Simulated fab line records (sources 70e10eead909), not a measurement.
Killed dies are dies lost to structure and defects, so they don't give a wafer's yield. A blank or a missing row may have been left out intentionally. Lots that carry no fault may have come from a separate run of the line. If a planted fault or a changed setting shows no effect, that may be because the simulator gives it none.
Which tool is to blame? / flow nandHarc / 34 wafers from 12 lots sampled at 5 of the route's 1302 steps

== WHAT THE GAUGES READ, wafer by wafer ==
NHARC_END_SORT_01. Usual: killedAtArray 57, standard deviation 18; killedAtOther 0.8, standard deviation 1; killedAtPeriphery 3.9, standard deviation 2.8; killedDies 62, standard deviation 18; killedOpen 3.4, standard deviation 1.8; killedShort 2.2, standard deviation 1.6.
lot=L912; measured=day 25 14:12; on=prober-01; killedAtArray=47 49 58; killedAtOther=0 1 0; killedAtPeriphery=3 4 5; killedDies=50 54 63; killedOpen=3 6 2; killedShort=1 5 3; flag=
lot=L910; measured=day 25 20:25; on=prober-02; killedAtArray=49 51 50; killedAtOther=0 0 0; killedAtPeriphery=5 3 4; killedDies=54 54 54; killedOpen=3 4 1; killedShort=2 1 5; flag=
lot=L913; measured=day 26 14:32; on=prober-02; killedAtArray=41 46 54; killedAtOther=3 1 0; killedAtPeriphery=5 14 10; killedDies=49 61 64; killedOpen=3 2 6; killedShort=4 7 1; flag=
lot=L915; measured=day 27 08:34; on=prober-01; killedAtArray=51 76 70; killedAtOther=2 0 0; killedAtPeriphery=3 1 2; killedDies=56 77 72; killedOpen=2 3 4; killedShort=3 0 0; flag=
lot=L918; measured=day 29 04:01; on=prober-02; killedAtArray=29 33; killedAtOther=3 4; killedAtPeriphery=2 3; killedDies=34 40; killedOpen=5 4; killedShort=3 3; flag=
lot=L921; measured=day 29 12:42; on=prober-01; killedAtArray=51 45 52; killedAtOther=1 0 1; killedAtPeriphery=5 2 6; killedDies=57 47 59; killedOpen=5 4 4; killedShort=0 1 4; flag=
lot=L922; measured=day 29 11:46; on=prober-02; killedAtArray=49 39; killedAtOther=0 0; killedAtPeriphery=1 5; killedDies=50 44; killedOpen=2 4; killedShort=1 1; flag=
lot=L926; measured=day 32 04:54; on=prober-02; killedAtArray=30 37 35; killedAtOther=2 0 0; killedAtPeriphery=6 5 7; killedDies=38 42 42; killedOpen=0 1 5; killedShort=2 0 6; flag=
lot=L927; measured=day 32 04:56; on=prober-01; killedAtArray=86 97 111; killedAtOther=0 0 2; killedAtPeriphery=9 1 2; killedDies=95 98 115; killedOpen=0 2 5; killedShort=1 4 4; flag=
lot=L928; measured=day 32 12:42; on=prober-01; killedAtArray=53 59 52; killedAtOther=0 1 0; killedAtPeriphery=6 1 3; killedDies=59 61 55; killedOpen=3 2 4; killedShort=0 1 3; flag=
lot=L930; measured=day 33 15:46; on=prober-01; killedAtArray=35 44 26; killedAtOther=0 0 1; killedAtPeriphery=10 10 8; killedDies=45 54 35; killedOpen=3 3 3; killedShort=4 3 5; flag=
lot=L932; measured=day 34 02:55; on=prober-02; killedAtArray=54 98 81; killedAtOther=1 0 1; killedAtPeriphery=2 2 3; killedDies=57 100 85; killedOpen=3 1 5; killedShort=2 2 5; flag=

== WHAT TOOL EACH LOT RAN ON (gives the tool, then ch and the chambers of the sampled wafers, and finally the start) ==
lot=L912; NHARC_A_SLIT_ETCH_17=harEtch-02 ch 0,1, day 20 20:41; NHARC_A_SLIT_STRIP_18=rieDiel-05 ch 0,3, day 21 07:42 or earlier; NHARC_A_WL_FILL_CVD_03=cvdW-02 ch 0,1, day 21 07:42; NHARC_A_WL_FILL_ETCHBACK_04=rieMetal-03 ch 0,1, day 21 08:02
lot=L910; NHARC_A_SLIT_ETCH_17=harEtch-02 ch 0,1, day 21 03:26; NHARC_A_SLIT_STRIP_18=rieDiel-05 ch 1,2,3, day 21 17:02 or earlier; NHARC_A_WL_FILL_CVD_03=cvdW-01 ch 0,1, day 21 17:02; NHARC_A_WL_FILL_ETCHBACK_04=rieMetal-02 ch 0,1, day 21 17:23
lot=L913; NHARC_A_SLIT_ETCH_17=harEtch-02 ch 0,1, day 21 23:31; NHARC_A_SLIT_STRIP_18=rieDiel-06 ch 0,1,3, day 22 10:07 or earlier; NHARC_A_WL_FILL_CVD_03=cvdW-02 ch 0,1, day 22 10:07; NHARC_A_WL_FILL_ETCHBACK_04=rieMetal-03 ch 0,1, day 22 10:29
lot=L915; NHARC_A_SLIT_ETCH_17=harEtch-02 ch 0,1, day 22 07:35; NHARC_A_SLIT_STRIP_18=rieDiel-12 ch 2,3, day 22 20:57 or earlier; NHARC_A_WL_FILL_CVD_03=cvdW-02 ch 0,1, day 22 20:57; NHARC_A_WL_FILL_ETCHBACK_04=rieMetal-01 ch 0,1, day 22 21:19
lot=L918; NHARC_A_SLIT_ETCH_17=harEtch-01 ch 0, day 24 09:21; NHARC_A_SLIT_STRIP_18=rieDiel-06 ch 1,3, day 24 21:36 or earlier; NHARC_A_WL_FILL_CVD_03=cvdW-02 ch 0,1, day 24 21:36; NHARC_A_WL_FILL_ETCHBACK_04=rieMetal-01 ch 0, day 24 21:57
lot=L921; NHARC_A_SLIT_ETCH_17=harEtch-02 ch 0,1, day 24 21:44; NHARC_A_SLIT_STRIP_18=rieDiel-06 ch 0,2,3, day 25 10:23 or earlier; NHARC_A_WL_FILL_CVD_03=cvdW-01 ch 0,1, day 25 10:23; NHARC_A_WL_FILL_ETCHBACK_04=rieMetal-01 ch 0,1, day 25 10:46
lot=L922; NHARC_A_SLIT_ETCH_17=harEtch-01 ch 0, day 25 04:31; NHARC_A_SLIT_STRIP_18=rieDiel-06 ch 0,2, day 25 16:43 or earlier; NHARC_A_WL_FILL_CVD_03=cvdW-01 ch 0,1, day 25 16:43; NHARC_A_WL_FILL_ETCHBACK_04=rieMetal-01 ch 0,1, day 25 17:04
lot=L926; NHARC_A_SLIT_ETCH_17=harEtch-02 ch 0,1, day 27 19:34; NHARC_A_SLIT_STRIP_18=rieDiel-06 ch 0,2,3, day 28 07:58 or earlier; NHARC_A_WL_FILL_CVD_03=cvdW-01 ch 0,1, day 28 07:58; NHARC_A_WL_FILL_ETCHBACK_04=rieMetal-03 ch 0,1, day 28 08:20
lot=L927; NHARC_A_SLIT_ETCH_17=harEtch-01 ch 0,1, day 27 19:52; NHARC_A_SLIT_STRIP_18=rieDiel-05 ch 0,1,3, day 28 08:01 or earlier; NHARC_A_WL_FILL_CVD_03=cvdW-02 ch 0,1, day 28 08:01; NHARC_A_WL_FILL_ETCHBACK_04=rieMetal-02 ch 0,1, day 28 08:20
lot=L928; NHARC_A_SLIT_ETCH_17=harEtch-02 ch 0,1, day 27 23:41; NHARC_A_SLIT_STRIP_18=rieDiel-12 ch 0,1,2, day 28 12:34 or earlier; NHARC_A_WL_FILL_CVD_03=cvdW-01 ch 0,1, day 28 12:34; NHARC_A_WL_FILL_ETCHBACK_04=rieMetal-01 ch 0,1, day 28 12:56
lot=L930; NHARC_A_SLIT_ETCH_17=harEtch-02 ch 0,1, day 29 05:16; NHARC_A_SLIT_STRIP_18=rieDiel-12 ch 1,2,3, day 29 16:53 or earlier; NHARC_A_WL_FILL_CVD_03=cvdW-02 ch 0,1, day 29 16:53; NHARC_A_WL_FILL_ETCHBACK_04=rieMetal-02 ch 0,1, day 29 17:13
lot=L932; NHARC_A_SLIT_ETCH_17=harEtch-01 ch 0,1, day 29 08:23; NHARC_A_SLIT_STRIP_18=rieDiel-06 ch 0,1,3, day 29 20:26 or earlier; NHARC_A_WL_FILL_CVD_03=cvdW-01 ch 0,1, day 29 20:26; NHARC_A_WL_FILL_ETCHBACK_04=rieMetal-01 ch 0,1, day 29 20:47
- NHARC_A_SLIT_ETCH_17: etches the open film in C4F8/O2/Ar, time 4254.5 s, target depth 20300 nm.
- NHARC_A_SLIT_STRIP_18: strips in O2.
- NHARC_A_WL_FILL_CVD_03: deposits W, target thk 40 nm, time 279 s.
- NHARC_A_WL_FILL_ETCHBACK_04: etches the open film in NF3, target depth 60 nm, time 120 s.

== AS READ BY THE TOOLS THEMSELVES (means over the sampled wafers that have a number; for cases with no such wafer, the mark the record gives instead) ==
NHARC_A_SLIT_ETCH_17. Usual: drypumpMotorCurrentA 5.74 A, standard deviation 0.15; o2FlowSccm 41.71 sccm, standard deviation 0.13; oesAirLineAu 0.998 a.u., standard deviation 0.019; showerheadPlenumPTorr 3.64 Torr, standard deviation 0.16; throttleValvePct 32.046 %, standard deviation 0.0092.
lot=L912; tool=harEtch-02; drypumpMotorCurrentA (A)=5.82; o2FlowSccm (sccm)=41.68; oesAirLineAu (a.u.)=1.015; showerheadPlenumPTorr (Torr)=3.84; throttleValvePct (%)=32.045; flag=
lot=L910; tool=harEtch-02; drypumpMotorCurrentA (A)=5.84; o2FlowSccm (sccm)=41.80; oesAirLineAu (a.u.)=0.999; showerheadPlenumPTorr (Torr)=3.83; throttleValvePct (%)=32.043; flag=
lot=L913; tool=harEtch-02; drypumpMotorCurrentA (A)=5.84; o2FlowSccm (sccm)=41.66; oesAirLineAu (a.u.)=1.000; showerheadPlenumPTorr (Torr)=3.82; throttleValvePct (%)=32.050; flag=
lot=L915; tool=harEtch-02; drypumpMotorCurrentA (A)=5.90; o2FlowSccm (sccm)=41.72; oesAirLineAu (a.u.)=0.990; showerheadPlenumPTorr (Torr)=3.75; throttleValvePct (%)=32.046; flag=
lot=L918; tool=harEtch-01; drypumpMotorCurrentA (A)=5.58; o2FlowSccm (sccm)=41.56; oesAirLineAu (a.u.)=1.021; showerheadPlenumPTorr (Torr)=3.45; throttleValvePct (%)=32.049; flag=
lot=L921; tool=harEtch-02; drypumpMotorCurrentA (A)=5.83; o2FlowSccm (sccm)=41.70; oesAirLineAu (a.u.)=0.998; showerheadPlenumPTorr (Torr)=3.80; throttleValvePct (%)=32.044; flag=
lot=L922; tool=harEtch-01; drypumpMotorCurrentA (A)=5.58; o2FlowSccm (sccm)=41.64; oesAirLineAu (a.u.)=1.000; showerheadPlenumPTorr (Torr)=3.44; throttleValvePct (%)=32.047; flag=
lot=L926; tool=harEtch-02; drypumpMotorCurrentA (A)=5.82; o2FlowSccm (sccm)=41.70; oesAirLineAu (a.u.)=1.010; showerheadPlenumPTorr (Torr)=3.78; throttleValvePct (%)=32.050; flag=
lot=L927; tool=harEtch-01; drypumpMotorCurrentA (A)=5.60; o2FlowSccm (sccm)=41.66; oesAirLineAu (a.u.)=0.997; showerheadPlenumPTorr (Torr)=3.46; throttleValvePct (%)=32.039; flag=
lot=L928; tool=harEtch-02; drypumpMotorCurrentA (A)=5.88; o2FlowSccm (sccm)=41.67; oesAirLineAu (a.u.)=1.008; showerheadPlenumPTorr (Torr)=3.71; throttleValvePct (%)=32.046; flag=
lot=L930; tool=harEtch-02; drypumpMotorCurrentA (A)=5.83; o2FlowSccm (sccm)=41.67; oesAirLineAu (a.u.)=1.007; showerheadPlenumPTorr (Torr)=3.77; throttleValvePct (%)=32.048; flag=
lot=L932; tool=harEtch-01; drypumpMotorCurrentA (A)=5.60; o2FlowSccm (sccm)=41.78; oesAirLineAu (a.u.)=1.008; showerheadPlenumPTorr (Torr)=3.45; throttleValvePct (%)=32.046; flag=

NHARC_A_SLIT_STRIP_18. Usual: drypumpMotorCurrentA 5.9 A, standard deviation 0.4; o2FlowSccm 500.0 sccm, standard deviation 1.4; oesProductAu 1.001 a.u., standard deviation 0.0098; rfVppV 57.9 V, standard deviation 0.84; showerheadPlenumPTorr 3.57 Torr, standard deviation 0.14; throttleValvePct 17.035 %, standard deviation 0.01.
lot=L912; tool=rieDiel-05; drypumpMotorCurrentA (A)=6.2; o2FlowSccm (sccm)=500.7; oesProductAu (a.u.)=1.016; rfVppV (V)=57.6; showerheadPlenumPTorr (Torr)=3.60; throttleValvePct (%)=17.030; flag=
lot=L910; tool=rieDiel-05; drypumpMotorCurrentA (A)=6.0; o2FlowSccm (sccm)=499.3; oesProductAu (a.u.)=1.009; rfVppV (V)=57.9; showerheadPlenumPTorr (Torr)=3.57; throttleValvePct (%)=17.039; flag=
lot=L913; tool=rieDiel-06; drypumpMotorCurrentA (A)=5.4; o2FlowSccm (sccm)=499.3; oesProductAu (a.u.)=1.005; rfVppV (V)=57.2; showerheadPlenumPTorr (Torr)=3.61; throttleValvePct (%)=17.038; flag=
lot=L915; tool=rieDiel-12; drypumpMotorCurrentA (A)=6.3; o2FlowSccm (sccm)=499.0; oesProductAu (a.u.)=1.002; rfVppV (V)=57.8; showerheadPlenumPTorr (Torr)=3.58; throttleValvePct (%)=17.033; flag=
lot=L918; tool=rieDiel-06; drypumpMotorCurrentA (A)=5.4; o2FlowSccm (sccm)=501.4; oesProductAu (a.u.)=1.002; rfVppV (V)=57.8; showerheadPlenumPTorr (Torr)=3.62; throttleValvePct (%)=17.050; flag=
lot=L921; tool=rieDiel-06; drypumpMotorCurrentA (A)=5.6; o2FlowSccm (sccm)=500.5; oesProductAu (a.u.)=0.994; rfVppV (V)=58.0; showerheadPlenumPTorr (Torr)=3.53; throttleValvePct (%)=17.040; flag=
lot=L922; tool=rieDiel-06; drypumpMotorCurrentA (A)=5.5; o2FlowSccm (sccm)=499.0; oesProductAu (a.u.)=0.998; rfVppV (V)=57.0; showerheadPlenumPTorr (Torr)=3.44; throttleValvePct (%)=17.030; flag=
lot=L926; tool=rieDiel-06; drypumpMotorCurrentA (A)=5.6; o2FlowSccm (sccm)=499.9; oesProductAu (a.u.)=1.017; rfVppV (V)=57.5; showerheadPlenumPTorr (Torr)=3.53; throttleValvePct (%)=17.036; flag=
lot=L927; tool=rieDiel-05; drypumpMotorCurrentA (A)=6.2; o2FlowSccm (sccm)=500.3; oesProductAu (a.u.)=1.003; rfVppV (V)=58.3; showerheadPlenumPTorr (Torr)=3.60; throttleValvePct (%)=17.042; flag=
lot=L928; tool=rieDiel-12; drypumpMotorCurrentA (A)=5.9; o2FlowSccm (sccm)=500.4; oesProductAu (a.u.)=0.996; rfVppV (V)=57.8; showerheadPlenumPTorr (Torr)=3.54; throttleValvePct (%)=17.036; flag=
lot=L930; tool=rieDiel-12; drypumpMotorCurrentA (A)=6.1; o2FlowSccm (sccm)=500.1; oesProductAu (a.u.)=1.005; rfVppV (V)=57.9; showerheadPlenumPTorr (Torr)=3.54; throttleValvePct (%)=17.038; flag=
lot=L932; tool=rieDiel-06; drypumpMotorCurrentA (A)=5.4; o2FlowSccm (sccm)=499.9; oesProductAu (a.u.)=0.980; rfVppV (V)=58.8; showerheadPlenumPTorr (Torr)=3.60; throttleValvePct (%)=17.030; flag=

NHARC_A_WL_FILL_CVD_03. Usual: heaterPowerW 429 W, standard deviation 27; mfcH2Sccm 1600 sccm, standard deviation 4.9; throttleValvePct 7.72 %, standard deviation 0.26.
lot=L912; tool=cvdW-02; heaterPowerW (W)=456; mfcH2Sccm (sccm)=1605; throttleValvePct (%)=7.50; flag=
lot=L910; tool=cvdW-01; heaterPowerW (W)=403; mfcH2Sccm (sccm)=1598; throttleValvePct (%)=7.84; flag=
lot=L913; tool=cvdW-02; heaterPowerW (W)=445; mfcH2Sccm (sccm)=1603; throttleValvePct (%)=7.51; flag=
lot=L915; tool=cvdW-02; heaterPowerW (W)=449; mfcH2Sccm (sccm)=1600; throttleValvePct (%)=7.57; flag=
lot=L918; tool=cvdW-02; heaterPowerW (W)=448; mfcH2Sccm (sccm)=1603; throttleValvePct (%)=7.67; flag=
lot=L921; tool=cvdW-01; heaterPowerW (W)=429; mfcH2Sccm (sccm)=1598; throttleValvePct (%)=7.88; flag=
lot=L922; tool=cvdW-01; heaterPowerW (W)=420; mfcH2Sccm (sccm)=1595; throttleValvePct (%)=7.83; flag=
lot=L926; tool=cvdW-01; heaterPowerW (W)=417; mfcH2Sccm (sccm)=1601; throttleValvePct (%)=7.97; flag=
lot=L927; tool=cvdW-02; heaterPowerW (W)=443; mfcH2Sccm (sccm)=1606; throttleValvePct (%)=7.37; flag=
lot=L928; tool=cvdW-01; heaterPowerW (W)=403; mfcH2Sccm (sccm)=1599; throttleValvePct (%)=7.74; flag=
lot=L930; tool=cvdW-02; heaterPowerW (W)=441; mfcH2Sccm (sccm)=1601; throttleValvePct (%)=7.44; flag=
lot=L932; tool=cvdW-01; heaterPowerW (W)=423; mfcH2Sccm (sccm)=1605; throttleValvePct (%)=8.12; flag=

NHARC_A_WL_FILL_ETCHBACK_04. Usual: drypumpMotorCurrentA 5.8 A, standard deviation 0.31; oesProductAu 0.999 a.u., standard deviation 0.0093.
lot=L912; tool=rieMetal-03; drypumpMotorCurrentA (A)=5.9; oesProductAu (a.u.)=1.000; flag=
lot=L910; tool=rieMetal-02; drypumpMotorCurrentA (A)=5.6; oesProductAu (a.u.)=0.996; flag=
lot=L913; tool=rieMetal-03; drypumpMotorCurrentA (A)=5.9; oesProductAu (a.u.)=1.001; flag=
lot=L915; tool=rieMetal-01; drypumpMotorCurrentA (A)=6.0; oesProductAu (a.u.)=0.988; flag=
lot=L918; tool=rieMetal-01; drypumpMotorCurrentA (A)=6.2; oesProductAu (a.u.)=1.115; flag=OFF
lot=L921; tool=rieMetal-01; drypumpMotorCurrentA (A)=6.0; oesProductAu (a.u.)=1.079; flag=OFF
lot=L922; tool=rieMetal-01; drypumpMotorCurrentA (A)=5.9; oesProductAu (a.u.)=1.123; flag=OFF
lot=L926; tool=rieMetal-03; drypumpMotorCurrentA (A)=5.9; oesProductAu (a.u.)=1.009; flag=
lot=L927; tool=rieMetal-02; drypumpMotorCurrentA (A)=5.6; oesProductAu (a.u.)=0.999; flag=
lot=L928; tool=rieMetal-01; drypumpMotorCurrentA (A)=5.8; oesProductAu (a.u.)=1.000; flag=
lot=L930; tool=rieMetal-02; drypumpMotorCurrentA (A)=5.8; oesProductAu (a.u.)=0.993; flag=
lot=L932; tool=rieMetal-01; drypumpMotorCurrentA (A)=6.0; oesProductAu (a.u.)=1.000; flag=

== THE ANSWER, worked out from the rows above alone ==
Rule: a lot is off if the mean of its wafers that have a number lies more than 3 standard deviations from the usual mean. A lot without any number at a reading at which 4 lots or more have one is off too. Where the step has rows for the other lots, those lots are counted as sound. Order of review: gauges by route order, followed by the tools' own readings, for which a lot's mean as printed above is used. The first step at which some lot is off is used, and at that step the reading that is off furthest; a lot without a number counts as furthest.
Off, at NHARC_A_WL_FILL_ETCHBACK_04 on oesProductAu: L918, L921, L922.
If a tool, at that step or one of the process steps before it, ran each lot that is off and ran no sound lot following the first of them, it fits. Because NHARC_A_SLIT_STRIP_18 lacks a start for some lots, the hours and order of its lots are taken from NHARC_A_WL_FILL_CVD_03. None of those tried fits.

== WHAT THE SIMULATOR HAD PUT IN ==
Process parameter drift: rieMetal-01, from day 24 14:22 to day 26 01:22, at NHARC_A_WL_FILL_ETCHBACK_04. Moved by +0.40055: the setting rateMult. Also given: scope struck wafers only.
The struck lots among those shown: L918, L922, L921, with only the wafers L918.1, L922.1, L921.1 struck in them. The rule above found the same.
